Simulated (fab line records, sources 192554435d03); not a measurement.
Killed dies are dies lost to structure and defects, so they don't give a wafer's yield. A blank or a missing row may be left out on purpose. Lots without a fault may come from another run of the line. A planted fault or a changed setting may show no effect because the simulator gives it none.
fab line records | flow n5_finfet
record lots=5 wafers=15 last_day=16
route steps=1938 shown BEOL_M5@1181 BEOL_M6@1194
lots that met no fault: from a run of the same line without faults
start_h: hours from the record's first day to the start of the lot's first wafer shown | wait_h: hours since the lot's step before | " the same as in the row above | L1.1+2: a row that stands for several wafers | - no value, or no start given | * or withheld: withheld | < > ~ a bound
route shown NAME@n: a module of which the file shows steps, and the number in the route of the first | usual: mean/standard deviation of fault-free wafers | same: alike in all rows | chamber/n: place in a boat | sites: the reading at each site | _std_site: their standard deviation | _edge_site: outer sites' mean less inner sites' | radius_mm: how far each site lies from the wafer's centre | mask NAME#n: copy n | behind: the tool/chamber that last shaped the wafer | hold: why the lot was held/for how many hours/how that ended | device: the transistor (n, p or np) that didn't switch | end of line: the same wafers' tests at the end of the route | a step without rows: its recipe alone | killed: dies lost to structure and defects at the first sort, not the wafer's yield | map: a wafer's dies, x killed, . not, _ none there
set.NAME: the setting as run; set.NAME@STEP: as run at that earlier step | model.NAME: the simulator's own value behind a step, which no gauge read
lots at some steps of the route; a table a step, a row a wafer
services: from which hour (start_h, from the record's first day; less than 0 if before it) a tool's chamber was out of use, for how many hours, and why
## steps
# step N5_BEOL_M5_SPUTTER_88
# recipe material=Cu target_thk_a=150 temp_c=-20 chamber_pressure_pa=0.07 power_w=withheld time_s=27.62
# usual susceptor_temp_C=-20.01/0.098 throttle_valve_pct=30.6/0.94
# columns lot.wafer tool chamber start_h wait_h susceptor_temp_C throttle_valve_pct
L079.1 pvd_sputter-01 - 216.54 0.5 -19.96 30.1
L079.2 " - " " -20.12 30.8
L079.5 " - " " -20.01 30.7
L080.3 pvd_sputter-03 - 216.98 0.5 -20.03 31.9
L080.4 " - " " -19.76 31.4
L080.5 " - " " -19.86 29.0
L082.1 pvd_sputter-01 - 237.01 0.5 -20.08 31.5
L082.3 " - " " -20.01 30.2
L082.5 " - " " -20.00 31.7
L086.3 pvd_sputter-03 - 270.36 0.5 -20.07 29.7
L086.4 " - " " -19.93 29.0
L086.6 " - " " -19.97 29.1
L090.2 pvd_sputter-01 - 289.51 0.5 -19.93 30.4
L090.3 " - " " -19.98 30.5
L090.4 " - " " -19.88 31.3
# step N5_BEOL_M5_ANNEAL_89
# recipe temp_c=400 time_s=1800 ambient=vacuum
# usual heater_power_w=834/57 susceptor_temp_C=399.97/0.22
# columns lot.wafer tool chamber start_h wait_h heater_power_w susceptor_temp_C
L079.1 pvd_sputter-01 - 216.62 0.0 918 399.59
L079.2 " - " " 869 399.83
L079.5 " - " " 853 399.97
L080.3 pvd_sputter-03 - 217.06 0.0 925 400.09
L080.4 " - " " 780 400.10
L080.5 " - " " 819 399.76
L082.1 pvd_sputter-01 - 237.09 0.0 738 399.80
L082.3 " - " " 905 400.21
L082.5 " - " " 734 399.61
L086.3 pvd_sputter-03 - 270.44 0.0 831 399.97
L086.4 " - " " 832 400.10
L086.6 " - " " 816 400.01
L090.2 pvd_sputter-01 - 289.59 0.0 882 399.74
L090.3 " - " " 910 399.87
L090.4 " - " " 821 399.65
# step N5_BEOL_M5_SPUTTER_90
# recipe material=Cu target_thk_a=45 temp_c=-20 chamber_pressure_pa=0.07 power_w=withheld time_s=8.29
# usual susceptor_temp_C=-19.99/0.099 throttle_valve_pct=30.6/0.92
# columns lot.wafer tool chamber start_h wait_h susceptor_temp_C throttle_valve_pct
L079.1 pvd_sputter-01 - 217.63 0.5 -20.04 29.9
L079.2 " - " " -20.08 30.5
L079.5 " - " " -19.99 30.3
L080.3 pvd_sputter-03 - 218.07 0.5 -19.96 32.1
L080.4 " - " " -19.94 31.0
L080.5 " - " " -20.19 29.1
L082.1 pvd_sputter-01 - 238.10 0.5 -19.85 31.5
L082.3 " - " " -19.96 30.3
L082.5 " - " " -19.88 31.6
L086.3 pvd_sputter-03 - 271.45 0.5 -20.18 29.5
L086.4 " - " " -19.84 29.1
L086.6 " - " " -19.91 28.8
L090.2 pvd_sputter-01 - 290.59 0.5 -19.99 30.4
L090.3 " - " " -20.09 30.2
L090.4 " - " " -19.99 31.4
# step N5_BEOL_M5_ECD_50
# recipe material=Cu target_thk_a=3000
# columns lot.wafer tool chamber start_h wait_h
L079.1+2+5 ecd_cu-01 0,1,0 217.75 0.1
L080.3+4+5 ecd_cu-01 0,1,1 218.20 0.1
L082.1+3+5 ecd_cu-02 1,1,0 238.21 0.1
L086.3+4+6 ecd_cu-01 1,0,1 271.59 0.1
L090.2+3+4 ecd_cu-01 1,1,0 290.71 0.1
# step N5_BEOL_M5_ANNEAL_51
# recipe temp_c=225 time_s=90 ambient=N2
# usual anneal_temp_c=225.00/0.13 wafer_temp_C_max=225.85/0.23
# columns lot.wafer tool chamber start_h wait_h anneal_temp_c wafer_temp_C_max
L079.1 rtp_anneal-02 0 217.83 0.1 224.99 225.77
L079.2 " 0 " " 225.14 225.77
L079.5 " 0 " " 225.12 226.14
L080.3 rtp_anneal-02 0 218.36 0.1 224.82 225.69
L080.4 " 0 " " 224.99 225.96
L080.5 " 0 " " 224.86 225.88
L082.1 rtp_anneal-01 0 238.30 0.1 225.08 225.60
L082.3 " 0 " " 225.06 225.66
L082.5 " 0 " " 224.94 225.71
L086.3 rtp_anneal-01 0 271.74 0.1 224.99 226.34
L086.4 " 0 " " 224.85 226.52
L086.6 " 0 " " 224.74 226.11
L090.2 rtp_anneal-01 0 291.08 0.3 225.03 226.32
L090.3 " 0 " " 225.03 225.75
L090.4 " 0 " " 225.01 225.75
# step N5_BEOL_M5_CMP_52
# recipe stop_on=SiCOH_lowk t_overpolish_s=6.9 down_force_psi=1 platen_rpm=50 clearing_platen_down_force_psi=1.5 clearing_platen_rpm=50 post_cmp_clean=cu_alkaline target_thk_nm=62 clearing_platen_pad_velocity_m_s=0.99484 pad_velocity_m_s=0.99484
# usual barrier_field_endpoint_s=24.4/0.85 motor_current_A=6.2/0.51 overpolish_run_s=6.900/0.009 time_to_endpoint_s=60/4.6
# same t_overpolish_s=6.9
# columns lot.wafer tool chamber start_h wait_h barrier_field_endpoint_s motor_current_A overpolish_run_s time_to_endpoint_s
L079.2 cmp-03 0 218.58 0.7 23.2 7.0 6.902 51
L079.1 " 3 " " 24.1 6.5 6.897 56
L079.5 " 0 " " 23.3 6.9 6.914 51
L080.3 cmp-04 2 218.68 0.3 24.3 6.5 6.905 67
L080.4 " 3 " " 23.8 6.1 6.919 53
L080.5 " 2 " " 25.3 6.3 6.897 68
L082.1 cmp-04 2 238.64 0.3 26.4 6.0 6.905 70
L082.3 " 0 " " 24.0 6.3 6.894 59
L082.5 " 2 " " 26.2 6.6 6.887 70
L086.4 cmp-03 3 271.95 0.1 24.7 6.1 6.910 61
L086.3 " 2 " " 24.4 5.7 6.893 64
L086.6 " 0 " " 23.8 7.1 6.896 57
L090.2 cmp-02 1 291.37 0.2 24.7 6.0 6.890 66
L090.4 " 2 " " 24.9 6.5 6.901 64
L090.3 " 3 " " 25.8 5.5 6.892 65
# step N5_BEOL_M5_THK_MEAS_53
# recipe thk_meas_gauge=xrf reads=Cu_of_BEOL_M5_ECD_50
# usual M5_THK=60.6/2
# columns lot.wafer tool chamber start_h wait_h M5_THK[nm]
L079.1 film_metro-01 - 218.88 - 56.0
L079.2 " - " " 55.8
L079.5 " - " " 57.2
L080.3 film_metro-02 - 218.94 - 63.8
L080.4 " - " " 60.8
L080.5 " - " " 58.9
L082.1 film_metro-02 - 238.89 - 61.3
L082.3 " - " " 59.8
L082.5 " - " " 60.6
L086.3 film_metro-02 - 272.25 - 58.1
L086.4 " - " " 58.2
L086.6 " - " " 56.9
L090.2 film_metro-01 - 291.62 - 63.2
L090.3 " - " " 61.2
L090.4 " - " " 60.7
# step N5_BEOL_M5_PRE_CLEAN_77
# recipe gas=NH3/H2 time_s=15 temp_c=* rf_power_w=300
# usual heater_power_w=93/26 susceptor_temp_C=*
# columns lot.wafer tool chamber start_h wait_h heater_power_w susceptor_temp_C
L079.1 cvd_co-01 2 219.14 0.3 83 *
L079.2 " 0 " " 124 *
L079.5 " 2 " " 85 *
L080.3 cvd_co-02 0 219.22 0.3 58 *
L080.4 " 2 " " 93 *
L080.5 " 0 " " 60 *
L082.1 cvd_co-02 2 238.93 0.0 92 *
L082.3 " 0 " " 60 *
L082.5 " 2 " " 90 *
L086.3 cvd_co-02 0 272.28 0.0 61 *
L086.4 " 2 " " 92 *
L086.6 " 0 " " 61 *
L090.2 cvd_co-02 1 291.66 0.0 130 *
L090.3 " 0 " " 57 *
L090.4 " 1 " " 131 *
# step N5_BEOL_M5_CO_CAP_78
# recipe material=Co target_thk_a=20 temp_c=200 precursor=CCTBA/H2 pressure_torr=30 time_s=102.1
# usual heater_power_w=246/33 susceptor_temp_C=200.02/0.15
# columns lot.wafer tool chamber start_h wait_h heater_power_w susceptor_temp_C
L079.1 cvd_co-01 2 219.18 0.0 232 199.89
L079.2 " 0 " " 289 199.99
L079.5 " 2 " " 236 199.76
L080.3 cvd_co-02 0 219.26 0.0 205 199.88
L080.4 " 2 " " 243 200.15
L080.5 " 0 " " 203 199.81
L082.1 cvd_co-02 2 238.97 0.0 241 200.00
L082.3 " 0 " " 207 199.84
L082.5 " 2 " " 245 199.98
L086.3 cvd_co-02 0 272.32 0.0 207 199.88
L086.4 " 2 " " 249 200.22
L086.6 " 0 " " 204 200.02
L090.2 cvd_co-02 1 291.70 0.0 291 199.93
L090.3 " 0 " " 208 199.98
L090.4 " 1 " " 296 200.38
# step N5_BEOL_M5_PRE_CLEAN_55
# recipe gas=NH3 time_s=15 temp_c=withheld rf_power_w=300
# columns lot.wafer tool chamber start_h wait_h
L079.1+2+5 pecvd-04 2,1,2 219.27 0.1
L080.3+4+5 pecvd-04 1,0,2 219.36 0.1
L082.1+3+5 pecvd-01 2,2,0 239.06 0.1
L086.3+4+6 pecvd-01 2,1,0 272.41 0.1
L090.2+3+4 pecvd-04 1,0,1 291.79 0.1
# step N5_BEOL_M5_DEP_56
# recipe material=SiCN target_thk_a=80 temp_c=withheld precursor=3MS/NH3 pressure_torr=3 rf_w=202 time_s=14
# usual showerhead_plenum_p_Torr=3.660/0.012 throttle_valve_pct=8.7/0.55
# columns lot.wafer tool chamber start_h wait_h showerhead_plenum_p_Torr throttle_valve_pct
L079.1 pecvd-04 2 219.30 0.0 3.678 8.9
L079.2 " 1 " " 3.675 8.7
L079.5 " 2 " " 3.665 8.6
L080.3 pecvd-04 1 219.39 0.0 3.675 8.5
L080.4 " 0 " " 3.644 8.7
L080.5 " 2 " " 3.681 8.6
L082.1 pecvd-01 2 239.10 0.0 3.657 8.0
L082.3 " 2 " " 3.663 7.7
L082.5 " 0 " " 3.658 9.0
L086.3 pecvd-01 2 272.44 0.0 3.659 8.0
L086.4 " 1 " " 3.652 9.5
L086.6 " 0 " " 3.661 8.5
L090.2 pecvd-04 1 291.82 0.0 3.686 8.6
L090.3 " 0 " " 3.646 8.8
L090.4 " 1 " " 3.681 8.2
# step N5_BEOL_M5_RS_MEAS_57
# recipe thk_meas_gauge=four-point-probe reads=Co_of_BEOL_M5_CO_CAP_78+Cu_of_BEOL_M5_ECD_50+Co_of_BEOL_M5_CVD_47+TaN_of_BEOL_M5_ALD_86
# usual M5_RS=0.396/0.016
# columns lot.wafer tool chamber start_h wait_h M5_RS[ohm/sq]
L079.1 film_metro-01 - 219.37 0.0 0.431
L079.2 " - " " 0.435
L079.5 " - " " 0.420
L080.3 film_metro-02 - 219.47 0.1 0.377
L080.4 " - " " 0.399
L080.5 " - " " 0.409
L082.1 film_metro-01 - 239.18 0.1 0.387
L082.3 " - " " 0.399
L082.5 " - " " 0.391
L086.3 film_metro-02 - 272.51 0.1 0.416
L086.4 " - " " 0.414
L086.6 " - " " 0.424
L090.2 film_metro-02 - 291.88 0.1 0.377
L090.3 " - " " 0.390
L090.4 " - " " 0.396
# step N5_BEOL_M5_INSPECT_58
# recipe inspect_instrument=darkfield mode=post_dep
# usual raw_defect_count=80/24
# columns lot.wafer tool chamber start_h wait_h raw_defect_count
L079.1 defect_inspect-01 - 219.39 0.0 85
L079.2 " - " " 72
L079.5 " - " " 84
L080.3 defect_inspect-02 - 219.49 0.0 64
L080.4 " - " " 65
L080.5 " - " " 64
L082.1 defect_inspect-02 - 239.21 0.0 101
L082.3 " - " " 120
L082.5 " - " " 149
L086.3 defect_inspect-01 - 272.53 0.0 128
L086.4 " - " " 101
L086.6 " - " " 69
L090.2 defect_inspect-02 - 291.91 0.0 105
L090.3 " - " " 95
L090.4 " - " " 121
# step N5_BEOL_M6_ILD_DEP_00
# recipe material=SiCOH_lowk target_thk_a=1797.5 temp_c=300 precursor=DEMS/porogen pressure_torr=5 rf_w=500 time_s=33.4
# usual heater_power_w=299/42 showerhead_plenum_p_Torr=5.749/0.015 susceptor_temp_C=300.01/0.19 throttle_valve_pct=14.0/0.78
# columns lot.wafer tool chamber start_h wait_h heater_power_w showerhead_plenum_p_Torr susceptor_temp_C throttle_valve_pct
L079.1 pecvd-02 1 219.43 0.0 237 5.762 300.06 15.1
L079.2 " 0 " " 285 5.761 299.98 14.2
L079.5 " 2 " " 290 5.751 299.67 13.4
L080.3 pecvd-02 2 219.53 0.0 267 5.753 300.09 13.8
L080.4 " 2 " " 270 5.747 299.78 13.6
L080.5 " 1 " " 231 5.756 299.81 15.3
L082.1 pecvd-04 1 239.25 0.0 321 5.754 300.17 13.2
L082.3 " 2 " " 234 5.739 300.13 13.0
L082.5 " 1 " " 323 5.752 300.23 13.0
L086.3 pecvd-02 2 272.57 0.0 264 5.751 300.21 13.5
L086.4 " 1 " " 245 5.761 300.05 15.4
L086.6 " 2 " " 267 5.752 300.14 13.6
L090.2 pecvd-04 1 291.95 0.0 376 5.744 300.15 13.0
L090.3 " 2 " " 274 5.755 299.94 13.1
L090.4 " 0 " " 334 5.703 299.92 13.2
# step N5_BEOL_M6_CURE_74
# recipe temp_c=385 time_s=240 ambient=He/Ar material=SiCOH_lowk
# usual lamp_power_pct=52.32/0.054 wafer_temp_C_max=386.9/0.71
# columns lot.wafer tool chamber start_h wait_h lamp_power_pct wafer_temp_C_max
L079.1 uv_cure-03 2 219.49 0.0 52.37 387.0
L079.2 " 2 " " 52.35 385.9
L079.5 " 2 " " 52.32 386.4
L080.3 uv_cure-02 2 219.75 0.2 52.30 388.1
L080.4 " 2 " " 52.38 387.7
L080.5 " 2 " " 52.30 388.6
L082.1 uv_cure-01 1 239.31 0.0 52.31 386.4
L082.3 " 1 " " 52.29 386.5
L082.5 " 1 " " 52.20 387.0
L086.3 uv_cure-01 2 273.11 0.5 52.28 387.6
L086.4 " 2 " " 52.33 388.3
L086.6 " 2 " " 52.18 388.5
L090.2 uv_cure-01 1 292.09 0.1 52.25 387.1
L090.3 " 1 " " 52.31 386.3
L090.4 " 1 " " 52.27 386.6
# step N5_BEOL_M6_THK_MEAS_01
# recipe reads=SiCOH_lowk_of_BEOL_M6_ILD_DEP_00
# usual M6_ILD_THK=154.4/1.9
# columns lot.wafer tool chamber start_h wait_h M6_ILD_THK[nm]
L079.1 film_metro-01 - 220.01 0.4 150.8
L079.2 " - " " 153.9
L079.5 " - " " 154.0
L080.3 film_metro-02 - 220.11 0.3 150.9
L080.4 " - " " 153.8
L080.5 " - " " 155.3
L082.1 film_metro-01 - 240.30 0.8 152.5
L082.3 " - " " 154.9
L082.5 " - " " 154.0
L086.3 film_metro-01 - 273.47 0.3 153.3
L086.4 " - " " 155.6
L086.6 " - " " 156.1
L090.2 film_metro-02 - 292.52 0.4 156.1
L090.3 " - " " 156.6
L090.4 " - " " 154.7
# step N5_BEOL_M6_PECVD_70
# recipe material=SiO2 target_thk_a=200 temp_c=400 precursor=TEOS/O2 pressure_torr=5.5 rf_w=450 teos_flow_sccm=53.8 gas=O2 flow_sccm=3000 time_s=22.7
# usual heater_power_w=725/86 showerhead_plenum_p_Torr=8.80/0.073 susceptor_temp_C=400.02/0.24 throttle_valve_pct=21.9/1.1
# columns lot.wafer tool chamber start_h wait_h heater_power_w showerhead_plenum_p_Torr susceptor_temp_C throttle_valve_pct
L079.1 pecvd-04 1 220.04 0.0 837 8.85 400.17 21.4
L079.2 " 2 " " 665 8.79 399.87 20.7
L079.5 " 0 " " 798 8.67 399.64 21.0
L080.3 pecvd-02 2 220.14 0.0 598 8.84 399.94 21.8
L080.4 " 2 " " 617 8.84 399.90 21.9
L080.5 " 1 " " 646 8.86 400.52 24.4
L082.1 pecvd-04 1 240.34 0.0 846 8.84 400.25 21.2
L082.3 " 2 " " 660 8.81 400.02 21.2
L082.5 " 0 " " 846 8.67 400.01 20.8
L086.3 pecvd-04 1 273.50 0.0 719 8.85 399.95 21.4
L086.4 " 0 " " 790 8.68 399.74 21.0
L086.6 " 2 " " 651 8.81 400.18 21.2
L090.2 pecvd-04 0 292.56 0.0 681 8.67 400.03 21.1
L090.3 " 2 " " 671 8.80 400.15 21.2
L090.4 " 0 " " 712 8.68 399.72 21.0
# step N5_BEOL_M6_HM_DEP_02
# recipe material=TiN target_thk_a=200 temp_c=25 chamber_pressure_pa=0.49996
# usual susceptor_temp_C=24.99/0.1 throttle_valve_pct=30.6/0.79
# columns lot.wafer tool chamber start_h wait_h susceptor_temp_C throttle_valve_pct
L079.1 pvd_sputter-01 - 221.45 1.4 24.86 30.5
L079.2 " - " " 24.99 31.7
L079.5 " - " " 24.83 30.1
L080.3 pvd_sputter-02 - 221.54 1.4 24.86 30.2
L080.4 " - " " 25.02 30.5
L080.5 " - " " 25.05 30.5
L082.1 pvd_sputter-02 - 243.90 3.5 25.10 30.6
L082.3 " - " " 24.96 30.1
L082.5 " - " " 24.93 30.3
L086.3 pvd_sputter-01 - 274.73 1.2 24.98 30.7
L086.4 " - " " 25.08 31.1
L086.6 " - " " 25.06 30.4
L090.2 pvd_sputter-01 - 293.51 0.9 24.87 30.7
L090.3 " - " " 24.81 31.9
L090.4 " - " " 25.02 29.9
# step N5_BEOL_M6_COAT_59
# recipe resist=SOC temp_c=250 time_s=60 spin_rpm=1500 resist_thk_nm=100
# columns lot.wafer tool chamber start_h wait_h
L079.1+2+5 litho_track-04 0 221.59 0.1
L080.3+4+5 litho_track-05 0 221.67 0.1
L082.1+3+5 litho_track-02 0 244.02 0.1
L086.3+4+6 litho_track-04 0 274.86 0.1
L090.2+3+4 litho_track-02 0 293.64 0.1
# step N5_BEOL_M6_COAT_60
# recipe resist=SiARC temp_c=220 time_s=60 spin_rpm=1500 resist_thk_nm=35
# columns lot.wafer tool chamber start_h wait_h
L079.1+2+5 litho_track-04 0 - -
L080.3+4+5 litho_track-05 0 - -
L082.1+3+5 litho_track-02 0 - -
L086.3+4+6 litho_track-04 0 - -
L090.2+3+4 litho_track-02 0 - -
# step N5_BEOL_M6_COAT_05
# recipe resist=CAR-ArF spin_rpm=1500 resist_thk_nm=90
# columns lot.wafer tool chamber start_h wait_h
L079.1+2+5 litho_track-04 0 - -
L080.3+4+5 litho_track-05 0 - -
L082.1+3+5 litho_track-02 0 - -
L086.3+4+6 litho_track-04 0 - -
L090.2+3+4 litho_track-02 0 - -
# step N5_BEOL_M6_EBR_07
# recipe solvent=PGMEA ebr_width_mm=1.5
# columns lot.wafer tool chamber start_h wait_h
L079.1+2+5 litho_track-04 0 - -
L080.3+4+5 litho_track-05 0 - -
L082.1+3+5 litho_track-02 0 - -
L086.3+4+6 litho_track-04 0 - -
L090.2+3+4 litho_track-02 0 - -
# step N5_BEOL_M6_SOFTBAKE_06
# recipe temp_c=110 time_s=60 resist=CAR-ArF
# columns lot.wafer tool chamber start_h wait_h
L079.1+2+5 litho_track-04 0 - -
L080.3+4+5 litho_track-05 0 - -
L082.1+3+5 litho_track-02 0 - -
L086.3+4+6 litho_track-04 0 - -
L090.2+3+4 litho_track-02 0 - -
# step N5_BEOL_M6_EXPOSE_08
# recipe mask_id=M6 na=1.35 source_shape=dipole sigma_inner=0.817 sigma_outer=0.97 polarization=te dose_mj=68.25
# usual exposure_dose_mJ_cm2=68.19/0.073
# same dipole_opening_deg=35
# columns lot.wafer tool chamber start_h wait_h mask exposure_dose_mJ_cm2
L079.1 arfi_scanner-02 0 221.83 - M6#0 68.29
L079.2 " 0 " " M6#0 68.13
L079.5 " 0 " " M6#0 68.23
L080.3 arfi_scanner-01 0 222.01 - M6#0 68.24
L080.4 " 0 " " M6#0 68.27
L080.5 " 0 " " M6#0 68.21
L082.1 arfi_scanner-01 0 244.39 - M6#0 68.23
L082.3 " 0 " " M6#0 68.11
L082.5 " 0 " " M6#0 68.19
L086.3 arfi_scanner-03 0 275.11 - M6#0 68.25
L086.4 " 0 " " M6#0 68.16
L086.6 " 0 " " M6#0 68.15
L090.2 arfi_scanner-01 0 293.89 - M6#0 68.22
L090.3 " 0 " " M6#0 68.17
L090.4 " 0 " " M6#0 68.20
# step N5_BEOL_M6_PEB_09
# recipe peb_temp_c=withheld peb_time_s=60 resist=CAR-ArF
# columns lot.wafer tool chamber start_h wait_h
L079.1+2+5 litho_track-02 0 221.90 0.1
L080.3+4+5 litho_track-04 0 222.07 0.0
L082.1+3+5 litho_track-04 0 244.45 0.1
L086.3+4+6 litho_track-05 0 275.16 0.0
L090.2+3+4 litho_track-02 0 293.94 0.0
# step N5_BEOL_M6_DEVELOP_10
# recipe develop_time_s=30 developer=TMAH resist=CAR-ArF rinse_liquid=diw dry=air_spin dev_temp_c=23
# usual developer_temp_C=22.96/0.11
# columns lot.wafer tool chamber start_h wait_h developer_temp_C
L079.1 litho_track-02 0 - - 23.19
L079.2 " 0 " " 23.09
L079.5 " 0 " " 23.17
L080.3 litho_track-04 0 - - 23.04
L080.4 " 0 " " 23.05
L080.5 " 0 " " 23.19
L082.1 litho_track-04 0 - - 23.08
L082.3 " 0 " " 23.01
L082.5 " 0 " " 23.02
L086.3 litho_track-05 0 - - 22.99
L086.4 " 0 " " 23.13
L086.6 " 0 " " 23.20
L090.2 litho_track-02 0 - - 22.94
L090.3 " 0 " " 22.90
L090.4 " 0 " " 23.01
# step N5_BEOL_M6_CD_MEAS_11
# recipe target_cd_nm=38.5 landing_energy_ev=500 detector=se_inlens polarity=opening
# usual cd_nm=38.5/0.5
# columns lot.wafer tool chamber start_h wait_h cd_nm
L079.1 cd_sem-01 0 221.96 - 38.3
L079.2 " 0 " " 38.7
L079.5 " 0 " " 38.7
L080.3 cd_sem-01 0 222.13 - 38.7
L080.4 " 0 " " 38.4
L080.5 " 0 " " 38.9
L082.1 cd_sem-01 0 244.52 - 38.8
L082.3 " 0 " " 38.1
L082.5 " 0 " " 37.9
L086.3 cd_sem-02 0 275.23 - 38.2
L086.4 " 0 " " 38.6
L086.6 " 0 " " 38.0
L090.2 cd_sem-02 0 294.01 - 38.1
L090.3 " 0 " " 38.2
L090.4 " 0 " " 38.3
# step N5_BEOL_M6_OVL_MEAS_12
# recipe points_per_wafer=44
# usual M6_OVL=-0.1/0.79
# columns lot.wafer tool chamber start_h wait_h M6_OVL[nm]
L079.1 overlay-01 0 221.99 0.0 -1.1
L079.2 " 0 " " -0.4
L079.5 " 0 " " 0.2
L080.3 overlay-02 0 222.16 0.0 -1.1
L080.4 " 0 " " -0.5
L080.5 " 0 " " -1.7
L082.1 overlay-02 0 244.55 0.0 0.4
L082.3 " 0 " " 0.2
L082.5 " 0 " " 0.7
L086.3 overlay-01 0 275.26 0.0 0.2
L086.4 " 0 " " 1.1
L086.6 " 0 " " 0.9
L090.2 overlay-01 0 294.04 0.0 1.0
L090.3 " 0 " " 0.3
L090.4 " 0 " " -0.3
# step N5_BEOL_M6_INSPECT_13
# recipe mode=adi inspect_instrument=brightfield
# usual raw_defect_count=434/110
# columns lot.wafer tool chamber start_h wait_h raw_defect_count
L079.1 defect_inspect-02 - 222.02 0.0 428
L079.2 " - " " 491
L079.5 " - " " 421
L080.3 defect_inspect-02 - 222.19 0.0 406
L080.4 " - " " 462
L080.5 " - " " 482
L082.1 defect_inspect-02 - 244.57 0.0 591
L082.3 " - " " 499
L082.5 " - " " 634
L086.3 defect_inspect-01 - 275.28 0.0 619
L086.4 " - " " 461
L086.6 " - " " 645
L090.2 defect_inspect-01 - 294.06 0.0 452
L090.3 " - " " 339
L090.4 " - " " 420
# step N5_BEOL_M6_DESCUM_16
# recipe chemistry=O2 time_s=7.9 source_power_w=50 bias_power_w=20 pressure_mtorr=20 rf_frequency_hz=2.712e+07 temp_c=40 resist=CAR-ArF o2_flow_sccm=225
# usual drypump_motor_current_A=5.7/0.33 oes_product_au=0.81/0.085 rf_vpp_V=243.4/1.4 showerhead_plenum_p_Torr=2.10/0.076 throttle_valve_pct=20.44/0.19
# columns lot.wafer tool chamber start_h wait_h drypump_motor_current_A oes_product_au rf_hours_counter_h rf_vpp_V showerhead_plenum_p_Torr throttle_valve_pct
L079.1 rie_diel-01 2 222.11 0.1 6.2 0.92 33 245.1 2.11 20.29
L079.2 " 1 " " 5.9 0.77 126 244.4 2.21 20.48
L079.5 " 2 " " 6.2 0.92 - 244.6 2.11 20.30
L080.3 rie_diel-05 3 222.22 0.0 5.3 0.91 21 241.3 2.03 20.53
L080.4 " 1 " " 5.8 0.87 58 243.8 2.15 20.30
L080.5 " 1 " " 5.8 0.87 - 242.8 2.15 20.28
L082.1 rie_diel-03 3 244.61 0.0 5.6 0.81 87 244.1 2.11 20.33
L082.3 " 1 " " 5.4 0.70 238 242.0 1.97 20.60
L082.5 " 2 " " 5.7 0.72 - 242.8 1.99 20.41
L086.3 rie_diel-03 2 275.32 0.0 5.7 0.71 202 242.0 1.99 20.43
L086.4 " 1 " " 5.4 0.69 249 240.2 1.96 20.62
L086.6 " 2 " " 5.7 0.72 - 242.6 1.99 20.42
L090.2 rie_diel-05 2 294.10 0.0 5.9 0.87 57 242.3 2.03 20.68
L090.3 " 0 " " 5.8 0.73 218 244.0 2.04 20.26
L090.4 " 2 " " 5.8 0.87 - 242.5 2.03 20.67
# step N5_BEOL_M6_ETCH_61
# recipe chemistry=CF4 target=SiARC target_depth_a=455 mask_material=CAR-ArF time_s=75.8 ion_energy_ev=80 pressure_mtorr=40 source_w=545 bias_w=36 Ar_flow_sccm=100 cf4_flow_sccm=100 ends=cleared
# usual bias_w=35.99/0.11 drypump_motor_current_A=5.7/0.33 etch_rf_on_time_s=73.4/2.1 oes_product_au=0.71/0.076 rf_vpp_V=184.1/1.1 showerhead_plenum_p_Torr=2.16/0.066 throttle_valve_pct=15.66/0.22
# columns lot.wafer tool chamber start_h wait_h bias_w drypump_motor_current_A etch_rf_on_time_s oes_product_au rf_hours_counter_h rf_vpp_V showerhead_plenum_p_Torr throttle_valve_pct
L079.1 rie_diel-01 2 222.14 0.0 35.91 6.2 71.4 0.80 33 185.2 2.19 15.58
L079.2 " 1 " " 35.90 5.9 77.9 0.66 126 183.5 2.22 15.44
L079.5 " 2 " " 35.99 6.2 72.1 0.80 - 184.9 2.19 15.59
L080.3 rie_diel-05 3 222.25 0.0 36.05 5.3 71.4 0.80 21 182.6 2.09 15.78
L080.4 " 1 " " 35.85 5.8 75.2 0.73 58 185.8 2.20 15.42
L080.5 " 1 " " 35.80 5.8 75.2 0.73 - 184.6 2.20 15.43
L082.1 rie_diel-03 3 244.64 0.0 35.94 5.6 71.5 0.70 87 183.4 2.17 15.52
L082.3 " 1 " " 36.04 5.4 73.0 0.60 238 182.2 2.03 15.97
L082.5 " 2 " " 36.21 5.7 75.0 0.62 - 182.7 2.06 15.70
L086.3 rie_diel-03 2 275.35 0.0 36.03 5.7 74.6 0.62 202 182.4 2.05 15.70
L086.4 " 1 " " 35.99 5.4 72.3 0.60 249 183.8 2.03 15.97
L086.6 " 2 " " 35.87 5.7 74.7 0.62 - 182.5 2.05 15.71
L090.2 rie_diel-05 2 294.13 0.0 36.19 5.8 72.0 0.75 57 184.4 2.10 15.92
L090.3 " 0 " " 36.07 5.8 74.2 0.62 218 183.8 2.09 15.61
L090.4 " 2 " " 36.21 5.8 72.3 0.75 - 181.7 2.10 15.92
## services
# columns tool chamber start_h hours kind
cmp-03 - 200.72 4.6 pm
arfi_scanner-03 - 209.83 3.1 pm
cmp-03 - 215.20 0.3 repair
cmp-03 - 218.81 6.2 pm
arfi_scanner-03 - 220.33 3.4 repair
arfi_scanner-02 - 222.19 3.1 pm
arfi_scanner-02 - 229.32 3.9 pm
pecvd-01 1 234.87 10.4 repair
arfi_scanner-01 - 238.31 1.0 pm
pecvd-02 - 240.78 1.8 repair
cmp-04 - 242.38 4.0 pm
arfi_scanner-01 - 249.29 1.3 pm
rie_diel-03 - 253.52 0.4 repair
pecvd-04 - 255.35 2.8 pm
cmp-03 - 265.13 2.8 repair
rie_diel-05 0 265.47 8.7 repair
cmp-03 - 276.80 1.5 repair
rie_diel-05 2 279.25 2.4 repair
cmp-04 - 285.10 1.0 repair
rie_diel-05 0 287.52 1.8 repair
rie_diel-01 3 288.67 23.6 repair
pvd_sputter-02 - 288.91 7.9 repair
rie_diel-05 1 290.79 6.3 repair
rie_diel-03 0 293.22 10.1 repair
## key
fault none
